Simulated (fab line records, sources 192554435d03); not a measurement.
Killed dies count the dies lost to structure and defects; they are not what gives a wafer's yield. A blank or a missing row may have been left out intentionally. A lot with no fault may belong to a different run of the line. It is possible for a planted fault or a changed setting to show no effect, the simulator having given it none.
fab line records	flow n5-finfet	part 1 of 2: steps 1 to 3 of 6
[record] lots = 22	wafers = 66	last-day = 18
route steps=1938 shown BEOL_M7@1307 BEOL_M8@1369
lots untouched by any fault: they come from a run of this same line in which no faults occurred
start-h: the number of hours between the record's first day and the start of the first shown wafer of the lot	wait-h: hours from the lot's prior step to this one	" the same as in the row above	L1.1+2: several wafers, shown together as one row	- no value, or no start was given	* or withheld: withheld	< > ~ a bound
route shown NAME@n: a module of which the file shows steps, and the number in the route of the first	usual: mean/standard deviation taken from wafers without a fault	same: alike in all rows	chamber/n: place in a boat	sites: the reading at each site	_std_site: the values' standard deviation	_edge_site: mean of outer sites minus mean of inner sites	radius-mm: how far each site lies from the wafer's centre	mask NAME#n: copy n	behind: the tool/chamber that last shaped the wafer	hold: cause of the lot's hold/its duration in hours/its outcome	device: transistor that didn't switch, given as n, p or np	end of line: tests run on the same wafers once the route is complete	for a step that has no rows: nothing shown but its recipe	killed: the dies lost at the first sort to structure and to defects; this is not the yield of the wafer	map: the dies of a wafer, with x for killed, . for not killed, _ for no die there
set.NAME: setting as actually run; set.NAME@STEP: the setting as run at that earlier step	model.NAME: the simulator's own value behind a step, which no gauge read
a sample of lots followed through the steps of the route, with each step as a table and each wafer as a row
services: when a tool's chamber went out of use (start-h, in hours from the record's first day, below 0 if earlier), for how many hours, and the reason
[[steps]]
[step N5_BEOL_M7_STRIP_36]
[recipe] chemistry = N2/H2	power-w = 450	temp-c = 40	pressure-mtorr = 20	rf-frequency-hz = 6e+07	overash-fraction = 0.3	bias-power-w = 7	h2-frac = 0.5	n2-flow-sccm = 200	h2-flow-sccm = 200
[usual] drypump-motor-current-A = 5.8/0.39	oes-product-au = 0.76/0.091	rf-vpp-V = 59.3/1.6	showerhead-plenum-p-Torr = 2.54/0.076	throttle-valve-pct = 23.7/0.3
lot.wafer	tool	chamber	start-h	wait-h	drypump-motor-current-A	oes-product-au	rf-hours-counter-h	rf-vpp-V	showerhead-plenum-p-Torr	throttle-valve-pct
L075.2	rie-diel-04	0	211.05	0.0	6.1	0.84	77	59.6	2.58	23.4
L075.3	"	2	"	"	6.4	0.67	244	60.3	2.61	24.0
L075.5	"	1	"	"	6.4	0.73	-	58.6	2.63	23.3
L076.1	rie-diel-04	2	227.69	0.0	6.4	0.67	249	57.2	2.61	24.1
L076.2	"	3	"	"	5.4	0.74	201	60.4	2.63	23.9
L076.5	"	2	"	"	6.4	0.67	-	59.3	2.61	24.0
L077.1	rie-diel-06	1	228.17	0.0	5.3	0.73	156	58.9	2.54	24.0
L077.2	"	0	"	"	5.4	0.70	202	60.9	2.51	23.9
L077.5	"	2	"	"	5.5	0.80	-	60.7	2.46	23.5
L078.1	rie-diel-04	2	230.07	0.0	6.4	0.67	249	61.4	2.61	24.0
L078.4	"	1	"	"	6.3	0.73	160	59.0	2.63	23.3
L078.6	"	3	"	"	5.3	0.72	-	58.2	2.63	23.9
L081.2	rie-diel-03	2	244.58	0.0	5.7	0.81	91	59.1	2.46	23.3
L081.5	"	2	"	"	5.7	0.80	-	56.6	2.46	23.3
L081.6	"	3	"	"	6.3	0.91	-	60.6	2.59	23.1
L082.1	rie-diel-04	0	256.03	0.0	6.1	0.83	89	59.7	2.58	23.4
L082.5	"	0	"	"	6.1	0.84	-	58.6	2.58	23.4
L082.6	"	1	"	"	6.3	0.73	-	60.8	2.63	23.3
L080.1	rie-diel-03	0	259.77	0.0	6.2	0.97	3	58.9	2.61	23.7
L080.3	"	3	"	"	6.3	0.90	22	59.2	2.59	23.1
L080.4	"	1	"	"	5.7	0.67	223	59.5	2.62	23.9
L079.2	rie-diel-03	2	260.17	0.0	5.8	0.81	95	55.8	2.45	23.4
L079.3	"	1	"	"	5.8	0.68	223	60.2	2.63	23.9
L079.4	"	0	"	"	6.2	0.98	3	59.0	2.61	23.7
L084.1	rie-diel-06	1	262.44	0.0	5.3	0.73	165	61.5	2.53	24.0
L084.3	"	0	"	"	5.4	0.69	211	59.6	2.50	23.9
L084.6	"	1	"	"	5.3	0.72	-	58.0	2.53	24.0
L083.1	rie-diel-06	0	268.91	0.0	5.4	0.69	214	59.5	2.50	24.0
L083.3	"	1	"	"	5.3	0.72	167	59.8	2.53	24.0
L083.4	"	3	"	"	6.0	0.69	225	59.6	2.41	23.9
L086.3	rie-diel-03	0	276.51	0.0	6.2	0.96	8	59.2	2.60	23.7
L086.4	"	3	"	"	6.3	0.89	27	58.9	2.59	23.1
L086.5	"	0	"	"	6.2	0.95	-	58.7	2.60	23.7
L085.1	rie-diel-06	2	276.83	0.0	5.5	0.76	108	61.0	2.45	23.5
L085.3	"	1	"	"	5.3	0.72	170	59.8	2.53	24.0
L085.6	"	1	"	"	5.3	0.73	-	60.4	2.53	24.1
L090.2	rie-diel-06	0	292.86	0.0	5.4	0.68	224	61.5	2.50	24.0
L090.4	"	3	"	"	6.0	0.68	234	58.3	2.41	23.9
L090.6	"	1	"	"	5.3	0.72	-	57.2	2.53	24.0
L087.1	rie-diel-03	2	293.05	0.0	5.7	0.80	105	58.2	2.45	23.4
L087.4	"	0	"	"	6.2	0.95	12	62.1	2.60	23.7
L087.5	"	1	"	"	5.7	0.67	-	59.1	2.62	23.9
L088.1	rie-diel-04	3	300.26	0.0	5.3	0.71	223	60.9	2.62	24.0
L088.3	"	2	"	"	6.4	0.94	14	62.1	2.61	23.7
L088.6	"	3	"	"	5.3	0.72	-	59.7	2.62	24.0
L089.1	rie-diel-03	3	303.48	0.0	6.3	0.89	36	60.9	2.58	23.1
L089.3	"	2	"	"	5.7	0.79	109	61.2	2.45	23.4
L089.5	"	2	"	"	5.7	0.79	-	55.0	2.45	23.4
L091.1	rie-diel-06	3	311.51	0.0	6.0	0.67	240	58.8	2.41	24.0
L091.5	"	0	"	"	5.3	0.68	-	60.1	2.49	24.0
L091.6	"	3	"	"	6.0	0.67	-	59.6	2.40	23.9
L093.2	rie-diel-04	2	312.08	0.0	6.4	0.93	16	60.1	2.61	23.7
L093.4	"	3	"	"	5.4	0.70	228	59.5	2.62	24.0
L093.5	"	1	"	"	6.3	0.71	-	60.5	2.62	23.3
L094.2	rie-diel-06	0	331.24	0.0	5.4	0.67	235	54.4	2.49	24.0
L094.4	"	3	"	"	6.0	0.67	246	59.1	2.40	24.0
L094.6	"	0	"	"	5.4	0.67	-	58.9	2.49	24.0
L095.1	rie-diel-04	2	340.19	0.0	6.4	0.91	25	58.0	2.60	23.7
L095.4	"	3	"	"	5.3	0.70	234	59.3	2.61	24.0
L095.5	"	0	"	"	6.1	0.81	-	56.3	2.57	23.4
L097.4	rie-diel-06	1	342.67	0.0	5.3	0.71	189	58.6	2.52	24.0
L097.5	"	3	"	"	6.0	0.68	-	59.4	2.40	24.0
L097.6	"	0	"	"	5.4	0.68	-	58.4	2.49	24.0
L096.2	rie-diel-06	2	345.69	0.0	5.5	0.76	130	57.1	2.44	23.6
L096.4	"	2	"	"	5.5	0.75	-	60.3	2.44	23.5
L096.6	"	0	"	"	5.4	0.67	-	58.3	2.49	24.0
[step N5_BEOL_M7_TRENCH_ETCH_37]
[recipe] chemistry = C4F6/O2	target-depth-a = 934.78	target = SiCOH_lowk	time-s = 31.2	ion-energy-ev = 250	pressure-mtorr = 30	source-w = 345	bias-w = 185	Ar_flow_sccm = 300	C4F6_flow_sccm = 10	O2_flow_sccm = 10
[usual] C4F6_flow_sccm = 10.00/0.032	drypump-motor-current-A = 5.8/0.39	oes-product-au = 0.76/0.092	rf-vpp-V = 664/9.6	showerhead-plenum-p-Torr = 2.85/0.081	throttle-valve-pct = 21.01/0.29
[same] time-s = 31.2
lot.wafer	tool	chamber	start-h	wait-h	C4F6_flow_sccm	drypump-motor-current-A	oes-product-au	rf-hours-counter-h	rf-vpp-V	showerhead-plenum-p-Torr	throttle-valve-pct
L075.2	rie-diel-04	0	-	-	10.01	6.1	0.84	77	684	2.87	20.40
L075.3	"	2	"	"	10.08	6.4	0.69	244	672	2.91	21.23
L075.5	"	1	"	"	10.00	6.3	0.74	-	664	2.99	21.07
L076.1	rie-diel-04	2	-	-	10.03	6.4	0.67	249	670	2.90	21.23
L076.2	"	3	"	"	9.99	5.3	0.73	201	662	2.94	21.24
L076.5	"	2	"	"	10.05	6.4	0.67	-	671	2.90	21.23
L077.1	rie-diel-06	1	-	-	9.99	5.3	0.72	156	649	2.87	21.10
L077.2	"	0	"	"	10.04	5.4	0.71	202	673	2.82	21.36
L077.5	"	2	"	"	10.03	5.5	0.81	-	660	2.75	20.85
L078.1	rie-diel-04	2	-	-	9.95	6.4	0.67	249	670	2.90	21.24
L078.4	"	1	"	"	9.95	6.3	0.72	160	664	2.99	21.06
L078.6	"	3	"	"	10.03	5.4	0.73	-	662	2.93	21.26
L081.2	rie-diel-03	2	-	-	9.98	5.7	0.81	91	663	2.79	20.90
L081.5	"	2	"	"	10.02	5.7	0.81	-	662	2.79	20.91
L081.6	"	3	"	"	10.02	6.3	0.90	-	669	2.90	20.46
L082.1	rie-diel-04	0	-	-	10.02	6.1	0.83	89	683	2.86	20.42
L082.5	"	0	"	"	10.04	6.1	0.82	-	682	2.86	20.42
L082.6	"	1	"	"	10.05	6.4	0.72	-	662	2.98	21.07
L080.1	rie-diel-03	0	-	-	10.00	6.2	0.99	3	673	2.91	20.92
L080.3	"	3	"	"	10.04	6.4	0.89	22	669	2.90	20.48
L080.4	"	1	"	"	9.97	5.7	0.66	223	658	2.92	21.04
L079.2	rie-diel-03	2	-	-	10.02	5.7	0.82	95	664	2.79	20.92
L079.3	"	1	"	"	10.01	5.7	0.67	223	657	2.92	21.06
L079.4	"	0	"	"	10.08	6.2	1.00	3	674	2.91	20.92
L084.1	rie-diel-06	1	-	-	10.02	5.3	0.72	165	650	2.86	21.11
L084.3	"	0	"	"	9.98	5.4	0.70	211	673	2.82	21.38
L084.6	"	1	"	"	10.05	5.3	0.73	-	649	2.86	21.10
L083.1	rie-diel-06	0	-	-	9.97	5.3	0.70	214	672	2.82	21.38
L083.3	"	1	"	"	10.04	5.3	0.72	167	650	2.86	21.11
L083.4	"	3	"	"	9.97	6.0	0.68	225	650	2.70	21.23
L086.3	rie-diel-03	0	-	-	10.01	6.2	0.96	8	676	2.91	20.90
L086.4	"	3	"	"	10.00	6.3	0.87	27	669	2.90	20.49
L086.5	"	0	"	"	10.01	6.2	0.96	-	673	2.91	20.93
L085.1	rie-diel-06	2	-	-	10.03	5.5	0.78	108	659	2.75	20.88
L085.3	"	1	"	"	9.96	5.3	0.71	170	651	2.86	21.12
L085.6	"	1	"	"	10.00	5.3	0.70	-	649	2.86	21.11
L090.2	rie-diel-06	0	-	-	10.02	5.4	0.69	224	672	2.81	21.40
L090.4	"	3	"	"	10.05	6.0	0.68	234	649	2.69	21.25
L090.6	"	1	"	"	10.02	5.3	0.71	-	650	2.86	21.11
L087.1	rie-diel-03	2	-	-	10.02	5.7	0.80	105	664	2.79	20.94
L087.4	"	0	"	"	10.05	6.2	0.95	12	675	2.91	20.93
L087.5	"	1	"	"	10.04	5.7	0.66	-	655	2.92	21.06
L088.1	rie-diel-04	3	-	-	10.00	5.3	0.71	223	663	2.92	21.29
L088.3	"	2	"	"	10.02	6.4	0.93	14	672	2.90	20.86
L088.6	"	3	"	"	10.00	5.3	0.70	-	665	2.93	21.26
L089.1	rie-diel-03	3	-	-	9.95	6.3	0.86	36	668	2.89	20.48
L089.3	"	2	"	"	9.99	5.7	0.80	109	664	2.78	20.94
L089.5	"	2	"	"	10.01	5.7	0.80	-	663	2.78	20.94
L091.1	rie-diel-06	3	-	-	10.03	6.0	0.67	240	650	2.69	21.24
L091.5	"	0	"	"	9.96	5.4	0.68	-	671	2.81	21.40
L091.6	"	3	"	"	9.98	6.0	0.67	-	651	2.69	21.24
L093.2	rie-diel-04	2	-	-	9.98	6.4	0.93	16	671	2.90	20.85
L093.4	"	3	"	"	10.03	5.4	0.69	228	662	2.92	21.30
L093.5	"	1	"	"	9.99	6.4	0.70	-	663	2.97	21.11
L094.2	rie-diel-06	0	-	-	10.05	5.4	0.69	235	672	2.81	21.41
L094.4	"	3	"	"	10.04	6.0	0.67	246	649	2.69	21.25
L094.6	"	0	"	"	9.99	5.4	0.69	-	674	2.81	21.41
L095.1	rie-diel-04	2	-	-	10.01	6.4	0.91	25	670	2.89	20.88
L095.4	"	3	"	"	9.97	5.3	0.69	234	663	2.92	21.32
L095.5	"	0	"	"	9.97	6.1	0.80	-	683	2.85	20.45
L097.4	rie-diel-06	1	-	-	9.99	5.3	0.70	189	649	2.85	21.14
L097.5	"	3	"	"	9.96	6.0	0.67	-	650	2.69	21.25
L097.6	"	0	"	"	9.96	5.3	0.68	-	672	2.81	21.40
L096.2	rie-diel-06	2	-	-	10.04	5.5	0.75	130	658	2.74	20.90
L096.4	"	2	"	"	9.97	5.5	0.76	-	660	2.74	20.89
L096.6	"	0	"	"	10.04	5.4	0.68	-	672	2.81	21.44
[step N5_BEOL_M8_ETCH_72]
[recipe] chemistry = N2/H2	target = underlayer	target-depth-a = 65	mask-material = CAR-EUV	time-s = 5.2	ion-energy-ev = 200	pressure-mtorr = 30	source-w = 840	bias-w = 150	n2-flow-sccm = 200	h2-flow-sccm = 200	ends = cleared
[usual] drypump-motor-current-A = 5.9/0.59	etch-rf-on-time-s = 5.17/0.13	oes-product-au = 0.68/0.082	rf-vpp-V = 524.8/2.9	showerhead-plenum-p-Torr = 2.58/0.094	throttle-valve-pct = 17.79/0.23
lot.wafer	tool	chamber	start-h	wait-h	drypump-motor-current-A	etch-rf-on-time-s	oes-product-au	rf-hours-counter-h	rf-vpp-V	showerhead-plenum-p-Torr	throttle-valve-pct
L075.2	rie-diel-01	1	219.99	0.0	6.2	4.93	0.70	107	527.0	2.67	17.97
L075.3	"	2	"	"	4.9	5.24	0.60	207	520.5	2.42	17.98
L075.5	"	2	"	"	4.9	5.26	0.59	-	517.2	2.42	17.94
L077.1	rie-diel-01	3	238.60	0.0	5.1	5.14	0.70	72	522.8	2.48	17.53
L077.2	"	1	"	"	6.1	5.03	0.69	113	525.6	2.67	17.94
L077.5	"	0	"	"	6.8	5.32	0.62	-	522.4	2.51	17.83
L076.1	rie-diel-02	1	238.64	0.0	6.5	5.22	0.75	41	529.8	2.70	17.52
L076.2	"	2	"	"	5.7	5.15	0.67	106	525.7	2.57	18.08
L076.5	"	3	"	"	6.0	5.13	0.75	-	525.0	2.68	17.77
L078.1	rie-diel-02	2	243.13	0.0	5.7	5.10	0.67	107	524.7	2.57	18.08
L078.4	"	0	"	"	6.2	5.23	0.60	226	526.4	2.61	17.57
L078.6	"	1	"	"	6.5	5.20	0.74	-	527.7	2.70	17.53
L081.2	rie-diel-05	0	251.93	0.0	5.6	5.02	0.83	11	524.3	2.58	17.70
L081.5	"	0	"	"	5.6	5.03	0.83	-	523.8	2.58	17.71
L081.6	"	3	"	"	6.2	5.03	0.87	-	528.1	2.71	17.49
L082.1	rie-diel-05	3	262.36	0.0	6.2	5.03	0.83	5	527.0	2.71	17.54
L082.5	"	1	"	"	6.5	5.24	0.58	-	524.0	2.52	17.63
L082.6	"	3	"	"	6.2	5.04	0.84	-	527.9	2.71	17.50
L080.1	rie-diel-01	0	266.36	0.0	6.8	5.37	0.60	199	523.4	2.51	17.86
L080.3	"	3	"	"	5.1	5.18	0.70	83	519.7	2.47	17.56
L080.4	"	2	"	"	4.9	5.38	0.58	219	519.5	2.42	17.99
L079.2	rie-diel-01	2	267.70	0.0	4.9	5.36	0.59	220	520.5	2.42	17.97
L079.3	"	3	"	"	5.1	5.18	0.71	83	520.2	2.47	17.59
L079.4	"	1	"	"	6.2	5.01	0.68	124	527.6	2.67	18.00
L084.1	rie-diel-05	3	268.67	0.0	6.2	5.05	0.83	7	528.8	2.71	17.50
L084.3	"	0	"	"	5.6	5.07	0.83	18	524.1	2.58	17.76
L084.6	"	3	"	"	6.2	5.04	0.84	-	527.3	2.71	17.53
L083.1	rie-diel-02	2	279.53	0.0	5.7	5.05	0.68	119	525.1	2.57	18.10
L083.3	"	1	"	"	6.5	5.13	0.74	54	527.4	2.69	17.54
L083.4	"	3	"	"	6.0	5.07	0.74	65	526.2	2.68	17.76
L086.3	rie-diel-02	0	283.07	0.0	6.3	5.20	0.59	239	527.0	2.61	17.61
L086.4	"	1	"	"	6.5	5.19	0.74	55	526.2	2.69	17.53
L086.5	"	1	"	"	6.5	5.20	0.73	-	527.8	2.69	17.53
L085.1	rie-diel-05	2	286.57	0.0	5.6	5.34	0.58	223	526.5	2.62	18.20
L085.3	"	0	"	"	5.6	5.08	0.80	24	525.4	2.58	17.75
L085.6	"	2	"	"	5.6	5.27	0.58	-	526.2	2.62	18.18
L090.2	rie-diel-01	2	299.81	0.0	4.9	5.30	0.58	230	520.2	2.41	17.99
L090.4	"	3	"	"	5.1	5.09	0.69	93	523.3	2.47	17.62
L090.6	"	3	"	"	5.1	5.15	0.68	-	519.7	2.47	17.58
L087.1	rie-diel-01	0	300.67	0.0	6.8	5.30	0.60	211	522.2	2.51	17.87
L087.4	"	1	"	"	6.2	4.90	0.68	136	525.7	2.66	18.05
L087.5	"	0	"	"	6.8	5.31	0.61	-	523.8	2.50	17.89
L088.1	rie-diel-02	3	306.00	0.0	6.0	5.12	0.72	75	527.1	2.67	17.79
L088.3	"	0	"	"	6.2	5.20	0.59	247	526.6	2.60	17.64
L088.6	"	3	"	"	6.0	5.16	0.72	-	528.6	2.67	17.78
L089.1	rie-diel-01	0	311.18	0.0	6.8	5.36	0.59	215	524.9	2.50	17.87
L089.3	"	3	"	"	5.1	5.10	0.68	97	522.2	2.47	17.61
L089.5	"	2	"	"	4.9	5.41	0.58	-	518.9	2.41	18.02
L091.1	rie-diel-01	1	319.54	0.0	6.1	4.96	0.66	144	524.9	2.66	18.02
L091.5	"	2	"	"	4.9	5.37	0.57	-	521.8	2.41	18.04
L091.6	"	3	"	"	5.1	5.15	0.69	-	521.4	2.47	17.61
L093.2	rie-diel-02	1	321.57	0.0	6.5	5.15	0.72	71	526.6	2.69	17.60
L093.4	"	1	"	"	6.5	5.19	0.72	-	527.9	2.68	17.56
L093.5	"	1	"	"	6.5	5.13	0.72	-	527.1	2.69	17.58
L094.2	rie-diel-01	2	337.97	0.0	4.9	5.38	0.56	246	517.5	2.41	18.03
L094.4	"	0	"	"	6.8	5.43	0.59	226	524.0	2.50	17.91
L094.6	"	0	"	"	6.8	5.41	0.58	-	521.8	2.50	17.91
L095.1	rie-diel-01	1	349.04	0.0	6.1	5.01	0.67	157	527.4	2.65	18.04
L095.4	"	1	"	"	6.2	5.01	0.65	-	526.4	2.65	18.05
L095.5	"	0	"	"	6.8	5.34	0.58	-	522.8	2.50	17.93
L097.4	rie-diel-02	0	352.78	0.0	6.3	5.32	0.81	3	526.3	2.60	17.14
L097.5	"	1	"	"	6.6	5.21	0.71	-	526.4	2.68	17.59
L097.6	"	2	"	"	5.7	5.06	0.66	-	522.4	2.56	18.13
L096.2	rie-diel-05	1	353.22	0.0	6.5	5.18	0.79	11	522.1	2.51	17.21
L096.4	"	3	"	"	6.2	5.16	0.75	-	528.8	2.69	17.56
L096.6	"	0	"	"	5.6	5.16	0.76	-	525.6	2.57	17.77
